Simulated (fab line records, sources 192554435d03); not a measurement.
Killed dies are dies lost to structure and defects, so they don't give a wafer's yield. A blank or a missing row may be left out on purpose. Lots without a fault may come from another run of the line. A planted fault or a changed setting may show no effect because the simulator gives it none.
fab line records | flow n5_finfet
record lots=24 wafers=72 last_day=19
route steps=1938 shown BEOL_M4@1072 BEOL_M5@1127
lots that met no fault: from a run of the same line without faults
start_h: hours from the record's first day to the start of the lot's first wafer shown | wait_h: hours since the lot's step before | " the same as in the row above | L1.1+2: a row that stands for several wafers | - no value, or no start given | * or withheld: withheld | < > ~ a bound
route shown NAME@n: a module of which the file shows steps, and the number in the route of the first | usual: mean/standard deviation of fault-free wafers | same: alike in all rows | chamber/n: place in a boat | sites: the reading at each site | _std_site: their standard deviation | _edge_site: outer sites' mean less inner sites' | radius_mm: how far each site lies from the wafer's centre | mask NAME#n: copy n | behind: the tool/chamber that last shaped the wafer | hold: why the lot was held/for how many hours/how that ended | device: the transistor (n, p or np) that didn't switch | end of line: the same wafers' tests at the end of the route | a step without rows: its recipe alone | killed: dies lost to structure and defects at the first sort, not the wafer's yield | map: a wafer's dies, x killed, . not, _ none there
set.NAME: the setting as run; set.NAME@STEP: as run at that earlier step | model.NAME: the simulator's own value behind a step, which no gauge read
steps of the route over a sample of lots; a table a step, a row a wafer
services: from which hour (start_h, from the record's first day; less than 0 if before it) a tool's chamber was out of use, for how many hours, and why
## steps
# step N5_BEOL_M4_STRIP_97
# recipe chemistry=N2/H2 time_s=10 power_w=450 temp_c=40 pressure_mtorr=20 rf_frequency_hz=6e+07 bias_power_w=7 n2_flow_sccm=200 h2_flow_sccm=200
# usual drypump_motor_current_A=5.9/0.48 oes_product_au=0.80/0.098 rf_vpp_V=59.1/0.96 showerhead_plenum_p_Torr=2.53/0.1 throttle_valve_pct=23.6/0.43
# columns lot.wafer tool chamber start_h wait_h drypump_motor_current_A oes_product_au rf_hours_counter_h rf_vpp_V showerhead_plenum_p_Torr throttle_valve_pct
L074.1 rie_diel-01 0 - - 6.4 0.70 200 60.5 2.61 23.9
L074.3 " 3 " " 5.9 0.93 - 60.6 2.46 22.9
L074.6 " 0 " " 6.4 0.71 - 59.5 2.61 23.9
L076.1 rie_diel-03 0 - - 5.7 0.67 243 58.5 2.42 23.8
L076.4 " 0 " " 5.6 0.67 - 58.4 2.42 23.8
L076.5 " 1 " " 5.2 0.94 - 61.5 2.60 23.3
L077.1 rie_diel-03 2 - - 5.3 0.75 145 59.4 2.43 23.3
L077.4 " 3 " " 6.5 0.69 225 57.8 2.62 24.0
L077.5 " 0 " " 5.7 0.68 - 58.3 2.41 23.9
L075.2 rie_diel-04 2 - - 5.6 0.71 208 57.4 2.41 23.9
L075.4 " 2 " " 5.6 0.70 - 59.7 2.41 23.9
L075.6 " 1 " " 6.4 0.90 - 59.7 2.60 23.5
L078.1 rie_diel-01 3 - - 5.9 0.91 54 58.6 2.45 22.9
L078.3 " 1 " " 5.8 0.88 46 56.8 2.48 23.6
L078.4 " 1 " " 5.8 0.88 - 57.4 2.48 23.6
L079.1 rie_diel-01 3 - - 6.0 0.89 57 60.3 2.45 22.9
L079.4 " 3 " " 5.9 0.89 - 58.9 2.45 23.0
L079.6 " 2 " " 6.6 0.75 - 59.9 2.42 24.3
L080.1 rie_diel-04 1 - - 6.4 0.88 35 60.3 2.60 23.5
L080.4 " 3 " " 5.2 0.97 2 59.7 2.70 23.0
L080.6 " 1 " " 6.4 0.89 - 60.9 2.60 23.5
L081.1 rie_diel-03 1 - - 5.2 0.90 24 60.2 2.60 23.3
L081.3 " 2 " " 5.3 0.74 160 58.6 2.43 23.3
L081.4 " 3 " " 6.5 0.69 240 58.2 2.62 24.0
L082.3 rie_diel-03 0 - - 5.6 0.98 3 59.0 2.73 23.6
L082.4 " 1 " " 5.2 0.91 25 60.0 2.60 23.3
L082.6 " 3 " " 6.5 0.69 - 59.9 2.62 24.0
L083.2 rie_diel-04 0 - - 6.0 0.72 172 59.5 2.53 24.2
L083.4 " 2 " " 5.6 0.68 224 59.9 2.40 24.0
L083.6 " 0 " " 6.0 0.71 - 59.7 2.53 24.2
L084.1 rie_diel-03 0 - - 5.6 0.98 4 61.6 2.73 23.6
L084.4 " 3 " " 6.5 0.68 242 59.0 2.61 24.0
L084.6 " 1 " " 5.2 0.89 - 58.9 2.60 23.3
L085.2 rie_diel-04 1 - - 6.4 0.87 46 58.9 2.59 23.5
L085.3 " 3 " " 5.2 0.93 12 59.9 2.70 22.9
L085.4 " 2 " " 5.6 0.69 228 59.6 2.40 24.0
L087.1 rie_diel-01 2 - - 6.5 0.73 187 58.7 2.42 24.3
L087.2 " 0 " " 6.4 0.68 231 58.5 2.60 23.9
L087.5 " 3 " " 5.9 0.87 - 57.8 2.44 23.0
L086.1 rie_diel-01 3 - - 5.9 0.85 82 59.2 2.44 23.0
L086.5 " 1 " " 5.8 0.85 - 57.6 2.47 23.6
L086.6 " 2 " " 6.6 0.73 - 58.4 2.42 24.3
L090.3 rie_diel-01 1 - - 5.8 0.84 70 57.9 2.47 23.6
L090.4 " 3 " " 6.0 0.86 83 59.0 2.44 23.0
L090.5 " 1 " " 5.8 0.84 - 58.7 2.47 23.6
L089.2 rie_diel-03 1 - - 5.2 0.87 38 59.8 2.59 23.3
L089.3 " 2 " " 5.3 0.72 173 57.3 2.42 23.3
L089.6 " 1 " " 5.2 0.87 - 58.2 2.59 23.3
L088.1 rie_diel-01 0 - - 6.5 0.67 241 59.2 2.59 23.9
L088.3 " 3 " " 6.0 0.86 85 59.5 2.44 23.0
L088.6 " 3 " " 5.9 0.86 - 59.0 2.44 23.0
L092.1 rie_diel-01 0 - - 6.4 0.66 245 57.5 2.59 23.9
L092.2 " 1 " " 5.8 0.84 74 58.9 2.46 23.6
L092.6 " 2 " " 6.6 0.72 - 57.4 2.41 24.3
L091.1 rie_diel-03 1 - - 5.2 0.86 44 59.4 2.59 23.3
L091.2 " 2 " " 5.3 0.72 179 59.4 2.42 23.3
L091.6 " 1 " " 5.2 0.87 - 60.5 2.59 23.3
L093.1 rie_diel-01 0 - - 6.4 0.67 249 59.2 2.59 23.9
L093.4 " 2 " " 6.6 0.72 204 58.3 2.41 24.3
L093.6 " 1 " " 5.8 0.83 - 58.8 2.46 23.6
L094.1 rie_diel-03 2 - - 5.2 0.71 182 58.6 2.42 23.3
L094.2 " 0 " " 5.6 0.91 23 60.2 2.72 23.6
L094.5 " 2 " " 5.3 0.72 - 57.5 2.42 23.3
L095.2 rie_diel-04 0 - - 6.0 0.70 200 58.6 2.52 24.2
L095.5 " 1 " " 6.4 0.83 - 59.6 2.58 23.5
L095.6 " 0 " " 6.0 0.69 - 58.5 2.52 24.2
L096.2 rie_diel-03 1 - - 5.2 0.87 50 58.4 2.59 23.3
L096.4 " 0 " " 5.7 0.91 26 59.3 2.72 23.6
L096.5 " 2 " " 5.3 0.72 - 59.2 2.42 23.3
L097.2 rie_diel-04 3 - - 5.2 0.87 36 59.6 2.69 23.0
L097.3 " 0 " " 6.0 0.69 201 59.4 2.52 24.2
L097.6 " 0 " " 6.0 0.69 - 59.1 2.52 24.2
# step N5_BEOL_M4_CD_MEAS_35
# recipe target_cd_nm=18 target_cd_y_nm=22.4 polarity=opening
# usual cd_nm=17.9/0.37
# columns lot.wafer tool chamber start_h wait_h cd_nm
L074.1 cd_sem-03 - 205.78 0.0 17.3
L074.3 " - " " 17.9
L074.6 " - " " 17.5
L076.1 cd_sem-02 - 220.21 0.0 18.1
L076.4 " - " " 18.3
L076.5 " - " " 18.3
L077.1 cd_sem-03 - 235.09 0.0 18.1
L077.4 " - " " 17.7
L077.5 " - " " 18.4
L075.2 cd_sem-02 - 238.11 0.0 17.7
L075.4 " - " " 17.5
L075.6 " - " " 18.2
L078.1 cd_sem-01 - 238.33 0.0 18.0
L078.3 " - " " 18.2
L078.4 " - " " 17.6
L079.1 cd_sem-03 - 244.07 0.0 18.2
L079.4 " - " " 18.0
L079.6 " - " " 17.9
L080.1 cd_sem-03 - 256.48 0.0 17.4
L080.4 " - " " 17.4
L080.6 " - " " 17.8
L081.1 cd_sem-01 - 265.70 0.0 18.0
L081.3 " - " " 17.8
L081.4 " - " " 17.9
L082.3 cd_sem-03 - 268.76 0.0 18.0
L082.4 " - " " 18.3
L082.6 " - " " 18.2
L083.2 cd_sem-01 - 272.89 0.0 17.7
L083.4 " - " " 18.0
L083.6 " - " " 17.8
L084.1 cd_sem-03 - 272.92 0.0 17.8
L084.4 " - " " 17.5
L084.6 " - " " 18.2
L085.2 cd_sem-01 - 282.89 0.0 18.5
L085.3 " - " " 17.7
L085.4 " - " " 17.7
L087.1 cd_sem-02 - 282.97 0.0 18.0
L087.2 " - " " 17.8
L087.5 " - " " 17.6
L086.1 cd_sem-02 - 303.68 0.0 17.7
L086.5 " - " " 17.7
L086.6 " - " " 18.1
L090.3 cd_sem-03 - 309.15 0.0 18.0
L090.4 " - " " 18.1
L090.5 " - " " 18.0
L089.2 cd_sem-03 - 309.19 0.0 17.9
L089.3 " - " " 18.4
L089.6 " - " " 18.3
L088.1 cd_sem-02 - 312.78 0.0 17.9
L088.3 " - " " 16.9
L088.6 " - " " 17.6
L092.1 cd_sem-02 - 323.59 0.0 17.7
L092.2 " - " " 17.2
L092.6 " - " " 17.6
L091.1 cd_sem-01 - 323.69 0.0 17.4
L091.2 " - " " 17.4
L091.6 " - " " 18.2
L093.1 cd_sem-03 - 331.62 0.0 17.9
L093.4 " - " " 18.0
L093.6 " - " " 17.2
L094.1 cd_sem-01 - 334.59 0.0 18.1
L094.2 " - " " 17.7
L094.5 " - " " 18.1
L095.2 cd_sem-02 - 339.95 0.0 18.0
L095.5 " - " " 17.9
L095.6 " - " " 18.0
L096.2 cd_sem-02 - 343.27 0.0 18.3
L096.4 " - " " 17.7
L096.5 " - " " 18.2
L097.2 cd_sem-03 - 343.42 0.0 18.1
L097.3 " - " " 17.7
L097.6 " - " " 17.7
# step N5_BEOL_M5_OVL_MEAS_12
# recipe points_per_wafer=522
# usual M5_OVL=0.5/0.81
# same points_per_wafer=522
# columns lot.wafer tool chamber start_h wait_h M5_OVL[nm]
L074.1 overlay-02 0 212.27 0.0 1.0
L074.3 " 0 " " 1.5
L074.6 " 0 " " 0.6
L076.1 overlay-01 0 227.52 0.0 0.3
L076.4 " 0 " " -0.2
L076.5 " 0 " " 0.1
L077.1 overlay-02 0 241.98 0.0 0.1
L077.4 " 0 " " 0.8
L077.5 " 0 " " 0.1
L075.2 overlay-01 0 244.92 0.0 0.5
L075.4 " 0 " " 0.7
L075.6 " 0 " " 0.8
L078.1 overlay-02 0 247.85 0.0 1.0
L078.3 " 0 " " 1.0
L078.4 " 0 " " 2.0
L079.1 overlay-01 0 250.62 0.0 0.8
L079.4 " 0 " " 0.5
L079.6 " 0 " " -0.7
L080.1 overlay-01 0 264.59 0.0 0.2
L080.4 " 0 " " -0.2
L080.6 " 0 " " 1.1
L081.1 overlay-01 0 272.60 0.0 -0.3
L081.3 " 0 " " 1.3
L081.4 " 0 " " 1.0
L082.3 overlay-01 0 276.81 0.0 0.5
L082.4 " 0 " " 0.9
L082.6 " 0 " " 0.1
L084.1 overlay-02 0 280.97 0.0 2.2
L084.4 " 0 " " 0.0
L084.6 " 0 " " 1.2
L083.2 overlay-01 0 281.15 0.0 0.2
L083.4 " 0 " " 0.3
L083.6 " 0 " " 0.5
L085.2 overlay-02 0 290.95 0.0 -0.2
L085.3 " 0 " " 0.6
L085.4 " 0 " " -0.6
L087.1 overlay-01 0 291.20 0.0 1.7
L087.2 " 0 " " 0.5
L087.5 " 0 " " 0.9
L086.1 overlay-01 0 310.55 0.0 1.0
L086.5 " 0 " " 0.1
L086.6 " 0 " " 1.1
L090.3 overlay-01 0 315.95 0.0 0.5
L090.4 " 0 " " -0.8
L090.5 " 0 " " 1.2
L089.2 overlay-02 0 316.58 0.0 0.1
L089.3 " 0 " " -0.2
L089.6 " 0 " " 0.9
L088.1 overlay-02 0 321.77 0.0 1.5
L088.3 " 0 " " 0.4
L088.6 " 0 " " 1.2
L092.1 overlay-01 0 331.10 0.0 1.1
L092.2 " 0 " " 0.2
L092.6 " 0 " " 0.7
L091.1 overlay-02 0 331.19 0.0 0.2
L091.2 " 0 " " -0.3
L091.6 " 0 " " -1.2
L093.1 overlay-02 0 338.65 0.0 -0.6
L093.4 " 0 " " -1.0
L093.6 " 0 " " -0.8
L094.1 overlay-01 0 343.11 0.0 0.9
L094.2 " 0 " " 0.0
L094.5 " 0 " " 0.9
L095.2 overlay-01 0 348.18 0.0 0.4
L095.5 " 0 " " -0.2
L095.6 " 0 " " 0.3
L096.2 overlay-02 0 350.19 0.0 -1.6
L096.4 " 0 " " -1.5
L096.5 " 0 " " -0.6
L097.2 overlay-02 0 352.23 0.0 -0.1
L097.3 " 0 " " -0.6
L097.6 " 0 " " -0.3
# step N5_BEOL_M5_STRIP_36
# recipe chemistry=N2/H2 power_w=450 temp_c=40 pressure_mtorr=20 rf_frequency_hz=6e+07 overash_fraction=0.3 bias_power_w=7 h2_frac=0.5 n2_flow_sccm=200 h2_flow_sccm=200
# usual drypump_motor_current_A=5.8/0.49 oes_product_au=0.80/0.09 rf_vpp_V=59.1/1.6 showerhead_plenum_p_Torr=2.53/0.1 throttle_valve_pct=23.81/0.26
# columns lot.wafer tool chamber start_h wait_h drypump_motor_current_A oes_product_au rf_hours_counter_h rf_vpp_V showerhead_plenum_p_Torr throttle_valve_pct
L074.1 rie_diel-05 0 214.24 0.0 5.8 0.99 3 58.4 2.48 23.78
L074.3 " 3 " " 5.1 0.70 213 61.0 2.52 23.41
L074.6 " 2 " " 6.0 0.76 - 57.2 2.66 24.17
L076.1 rie_diel-05 1 230.66 0.0 5.6 0.68 238 61.6 2.62 24.05
L076.4 " 2 " " 6.0 0.75 154 60.0 2.65 24.17
L076.5 " 2 " " 6.0 0.74 - 58.8 2.65 24.19
L077.1 rie_diel-05 1 243.71 0.0 5.7 0.67 243 58.3 2.62 24.07
L077.4 " 3 " " 5.2 0.69 222 57.6 2.51 23.45
L077.5 " 0 " " 5.8 0.95 - 58.3 2.48 23.78
L075.2 rie_diel-02 0 246.93 0.0 6.1 0.94 8 60.1 2.61 23.29
L075.4 " 3 " " 5.3 0.86 61 58.2 2.58 24.23
L075.6 " 0 " " 6.1 0.95 - 58.8 2.61 23.29
L078.1 rie_diel-02 1 249.70 0.0 6.6 0.84 47 60.7 2.70 23.77
L078.3 " 0 " " 6.1 0.93 9 59.1 2.61 23.25
L078.4 " 3 " " 5.3 0.86 63 60.4 2.57 24.21
L079.1 rie_diel-02 0 255.53 0.0 6.2 0.92 11 59.2 2.61 23.30
L079.4 " 1 " " 6.6 0.85 49 59.5 2.70 23.72
L079.6 " 3 " " 5.2 0.87 - 59.3 2.57 24.22
L080.1 rie_diel-05 3 266.03 0.0 5.2 0.69 230 58.6 2.51 23.46
L080.4 " 2 " " 6.0 0.73 - 57.6 2.65 24.21
L080.6 " 3 " " 5.2 0.69 - 58.4 2.51 23.45
L081.1 rie_diel-02 2 276.25 0.0 5.3 0.78 149 60.2 2.43 23.62
L081.3 " 3 " " 5.3 0.86 71 60.5 2.57 24.21
L081.4 " 0 " " 6.1 0.91 17 57.5 2.61 23.32
L082.3 rie_diel-06 0 280.54 0.0 5.3 0.74 158 56.6 2.33 23.92
L082.4 " 0 " " 5.3 0.73 - 61.9 2.33 23.94
L082.6 " 2 " " 6.1 0.88 - 58.5 2.58 23.76
L084.1 rie_diel-02 1 282.49 0.0 6.6 0.82 57 59.9 2.69 23.70
L084.4 " 2 " " 5.3 0.76 151 57.1 2.43 23.64
L084.6 " 3 " " 5.3 0.85 - 60.2 2.57 24.22
L083.2 rie_diel-06 2 282.91 0.0 6.1 0.87 47 60.6 2.58 23.72
L083.4 " 3 " " 6.0 0.67 228 57.8 2.39 23.79
L083.6 " 1 " " 6.5 0.72 - 61.9 2.50 23.90
L085.2 rie_diel-05 1 294.39 0.0 5.7 0.99 3 57.4 2.61 23.77
L085.3 " 3 " " 5.1 0.69 240 57.8 2.50 23.46
L085.4 " 0 " " 5.8 0.92 31 59.8 2.47 23.76
L087.1 rie_diel-02 1 294.73 0.0 6.6 0.83 61 59.1 2.69 23.74
L087.2 " 2 " " 5.3 0.78 154 59.9 2.43 23.60
L087.5 " 2 " " 5.3 0.78 - 58.5 2.43 23.59
L086.1 rie_diel-05 3 312.37 0.0 5.1 0.68 245 59.2 2.50 23.47
L086.5 " 1 " " 5.6 0.96 - 56.5 2.61 23.79
L086.6 " 3 " " 5.1 0.67 - 60.0 2.50 23.45
L090.3 rie_diel-05 1 317.32 0.0 5.6 0.97 10 58.9 2.61 23.79
L090.4 " 1 " " 5.7 0.96 - 57.6 2.61 23.80
L090.5 " 3 " " 5.1 0.68 - 58.1 2.50 23.47
L089.2 rie_diel-06 2 318.05 0.0 6.1 0.84 58 60.6 2.58 23.77
L089.3 " 1 " " 6.5 0.72 217 59.8 2.50 23.88
L089.6 " 2 " " 6.1 0.85 - 62.5 2.58 23.73
L088.1 rie_diel-06 0 323.18 0.0 5.3 0.72 171 58.3 2.33 23.95
L088.3 " 3 " " 6.0 0.67 240 55.3 2.38 23.83
L088.6 " 1 " " 6.4 0.71 - 57.5 2.50 23.91
L092.1 rie_diel-06 1 334.53 0.0 6.5 0.72 222 57.4 2.49 23.93
L092.2 " 3 " " 6.0 0.68 244 58.0 2.38 23.83
L092.6 " 0 " " 5.2 0.72 - 58.8 2.33 23.93
L091.1 rie_diel-02 0 334.78 0.0 6.1 0.88 33 57.6 2.60 23.30
L091.2 " 1 " " 6.6 0.82 73 56.6 2.69 23.76
L091.6 " 3 " " 5.3 0.83 - 58.6 2.57 24.23
L093.1 rie_diel-05 2 339.83 0.0 6.0 0.71 191 60.9 2.64 24.24
L093.4 " 2 " " 6.0 0.72 - 58.1 2.64 24.24
L093.6 " 0 " " 5.8 0.89 - 57.7 2.46 23.80
L094.1 rie_diel-02 2 348.40 0.0 5.3 0.76 171 61.4 2.42 23.67
L094.2 " 3 " " 5.2 0.84 90 58.8 2.56 24.22
L094.5 " 3 " " 5.2 0.83 - 60.2 2.56 24.26
L095.2 rie_diel-02 1 351.32 0.0 6.6 0.81 78 57.5 2.68 23.78
L095.5 " 3 " " 5.3 0.82 - 60.0 2.56 24.22
L095.6 " 2 " " 5.3 0.75 - 58.8 2.42 23.65
L096.2 rie_diel-02 2 351.71 0.0 5.3 0.74 172 57.3 2.42 23.66
L096.4 " 1 " " 6.6 0.81 - 58.8 2.68 23.76
L096.5 " 2 " " 5.3 0.75 - 59.3 2.42 23.63
L097.2 rie_diel-06 2 356.65 0.0 6.1 0.84 66 59.4 2.57 23.79
L097.3 " 2 " " 6.1 0.84 - 62.4 2.58 23.75
L097.6 " 2 " " 6.1 0.84 - 58.3 2.58 23.75
# step N5_BEOL_M5_ALD_86
# recipe material=TaN target_thk_a=* temp_c=275 ald_precursor_family=PDMAT ald_co_reactant=NH3 pressure_torr=3 carrier_flow_sccm=1500 pulse_time_s=2 purge_time_s=3 co_reactant_purge_time_s=2 co_reactant_pulse_time_s=3 ald_cycles=30 precursor_vessel_temp_c=75 precursor_vessel_pressure_torr=26.25 precursor_vessel_carrier_sccm=1000
# usual heater_power_w=420/44
# same pulse_time_s=2
# columns lot.wafer tool chamber start_h wait_h heater_power_w
L074.1 ald_metal-04 1 215.51 0.2 410
L074.3 " 3 " " 479
L074.6 " 3 " " 488
L076.1 ald_metal-03 3 231.93 0.1 417
L076.4 " 0 " " 442
L076.5 " 3 " " 440
L077.1 ald_metal-03 3 244.59 0.1 414
L077.4 " 0 " " 432
L077.5 " 1 " " 384
L075.2 ald_metal-03 1 247.84 0.1 411
L075.4 " 0 " " 442
L075.6 " 0 " " 439
L078.1 ald_metal-01 0 250.82 0.2 426
L078.3 " 1 " " 383
L078.4 " 3 " " 405
L079.1 ald_metal-04 0 256.70 0.0 512
L079.4 " 3 " " 482
L079.6 " 1 " " 414
L080.1 ald_metal-01 2 268.22 0.0 338
L080.4 " 1 " " 398
L080.6 " 3 " " 402
L081.1 ald_metal-01 1 277.49 0.0 389
L081.3 " 0 " " 413
L081.4 " 3 " " 417
L082.3 ald_metal-03 0 281.75 0.1 449
L082.4 " 1 " " 394
L082.6 " 0 " " 447
L084.1 ald_metal-04 1 283.71 0.1 420
L084.4 " 1 " " 413
L084.6 " 0 " " 517
L083.2 ald_metal-03 0 283.96 0.3 446
L083.4 " 1 " " 396
L083.6 " 2 " " 481
L085.2 ald_metal-04 1 295.57 0.0 402
L085.3 " 2 " " 404
L085.4 " 3 " " 484
L087.1 ald_metal-01 2 295.70 0.0 334
L087.2 " 1 " " 374
L087.5 " 3 " " 398
L086.1 ald_metal-01 2 313.25 0.1 343
L086.5 " 1 " " 392
L086.6 " 2 " " 349
L090.3 ald_metal-03 3 318.74 0.1 421
L090.4 " 3 " " 425
L090.5 " 1 " " 400
L089.2 ald_metal-03 1 318.97 0.1 399
L089.3 " 3 " " 414
L089.6 " 0 " " 450
L088.1 ald_metal-03 1 324.14 0.0 400
L088.3 " 3 " " 421
L088.6 " 1 " " 398
L092.1 ald_metal-01 3 335.49 0.1 411
L092.2 " 1 " " 389
L092.6 " 1 " " 393
L091.1 ald_metal-04 3 335.61 0.0 486
L091.2 " 1 " " 422
L091.6 " 3 " " 480
L093.1 ald_metal-01 0 340.90 0.1 427
L093.4 " 2 " " 334
L093.6 " 1 " " 391
L094.1 ald_metal-04 0 349.80 0.3 510
L094.2 " 1 " " 414
L094.5 " 3 " " 478
L095.2 ald_metal-04 1 352.36 0.0 406
L095.5 " 3 " " 471
L095.6 " 2 " " 401
L096.2 ald_metal-01 3 352.54 0.1 406
L096.4 " 2 " " 340
L096.5 " 3 " " 400
L097.2 ald_metal-01 3 357.69 0.0 412
L097.3 " 2 " " 338
L097.6 " 3 " " 414
# step N5_BEOL_M5_ANNEAL_84
# recipe temp_c=400 time_s=1800 ambient=vacuum
# usual heater_power_w=779/97
# columns lot.wafer tool chamber start_h wait_h heater_power_w
L074.1 pvd_sputter-01 - 218.26 0.0 882
L074.3 " - " " 886
L074.6 " - " " 864
L076.1 pvd_sputter-03 - 234.74 0.0 702
L076.4 " - " " 687
L076.5 " - " " 855
L077.1 pvd_sputter-03 - 247.60 0.0 702
L077.4 " - " " 690
L077.5 " - " " 858
L075.2 pvd_sputter-01 - 251.52 0.0 868
L075.4 " - " " 785
L075.6 " - " " 811
L078.1 pvd_sputter-02 - 253.95 0.0 967
L078.3 " - " " 709
L078.4 " - " " 722
L079.1 pvd_sputter-03 - 259.63 0.0 698
L079.4 " - " " 675
L079.6 " - " " 683
L080.1 pvd_sputter-01 - 271.04 0.0 876
L080.4 " - " " 888
L080.6 " - " " 891
L081.1 pvd_sputter-03 - 280.40 0.0 874
L081.3 " - " " 707
L081.4 " - " " 654
L082.3 pvd_sputter-02 - 284.56 0.0 799
L082.4 " - " " 707
L082.6 " - " " 826
L084.1 pvd_sputter-03 - 288.07 0.0 693
L084.4 " - " " 712
L084.6 " - " " 674
L083.2 pvd_sputter-01 - 288.34 0.0 713
L083.4 " - " " 796
L083.6 " - " " 739
L085.2 pvd_sputter-03 - 298.33 0.0 721
L085.3 " - " " 872
L085.4 " - " " 652
L087.1 pvd_sputter-02 - 298.81 0.0 727
L087.2 " - " " 705
L087.5 " - " " 974
L086.1 pvd_sputter-03 - 317.41 0.0 653
L086.5 " - " " 651
L086.6 " - " " 710
L090.3 pvd_sputter-02 - 321.63 0.0 705
L090.4 " - " " 976
L090.5 " - " " 715
L089.2 pvd_sputter-03 - 321.92 0.0 872
L089.3 " - " " 668
L089.6 " - " " 645
L088.1 pvd_sputter-02 - 328.55 0.0 799
L088.3 " - " " 930
L088.6 " - " " 704
L092.1 pvd_sputter-02 - 338.38 0.0 831
L092.2 " - " " 973
L092.6 " - " " 803
L091.1 pvd_sputter-01 - 339.07 0.0 878
L091.2 " - " " 897
L091.6 " - " " 902
L093.1 pvd_sputter-03 - 349.15 0.0 661
L093.4 " - " " 857
L093.6 " - " " 851
L094.1 pvd_sputter-03 - 353.94 0.0 705
L094.2 " - " " 854
L094.5 " - " " 862
L095.2 pvd_sputter-01 - 355.20 0.0 851
L095.5 " - " " 736
L095.6 " - " " 869
L096.2 pvd_sputter-02 - 357.60 0.0 980
L096.4 " - " " 816
L096.5 " - " " 806
L097.2 pvd_sputter-02 - 362.03 0.0 789
L097.3 " - " " 962
L097.6 " - " " 825
## services
# columns tool chamber start_h hours kind
rie_diel-06 1 192.14 6.6 repair
rie_diel-01 2 196.01 16.2 repair
rie_diel-02 0 198.85 - clean
rie_diel-02 0 198.85 - consumable_replace:focus_ring
rie_diel-02 0 198.85 22.0 scheduled_down
rie_diel-02 0 198.85 22.0 vent_cycle
rie_diel-06 3 210.04 5.9 repair
rie_diel-05 - 215.11 2.8 pm
pvd_sputter-02 - 228.43 5.9 repair
rie_diel-01 0 236.26 2.0 repair
rie_diel-01 1 242.72 9.3 repair
rie_diel-03 1 252.93 10.3 repair
ald_metal-04 2 280.58 14.4 repair
rie_diel-04 2 296.24 7.2 repair
rie_diel-06 - 299.45 1.1 repair
rie_diel-05 2 308.01 10.4 repair
ald_metal-03 2 318.04 8.1 repair
rie_diel-03 0 346.69 3.6 repair
rie_diel-02 0 347.03 9.0 repair
ald_metal-01 0 354.37 27.4 repair
rie_diel-06 1 354.73 9.2 repair
rie_diel-03 3 355.22 1.7 repair
rie_diel-03 0 357.58 3.6 repair
rie_diel-04 0 357.66 5.9 repair
## key
fault none
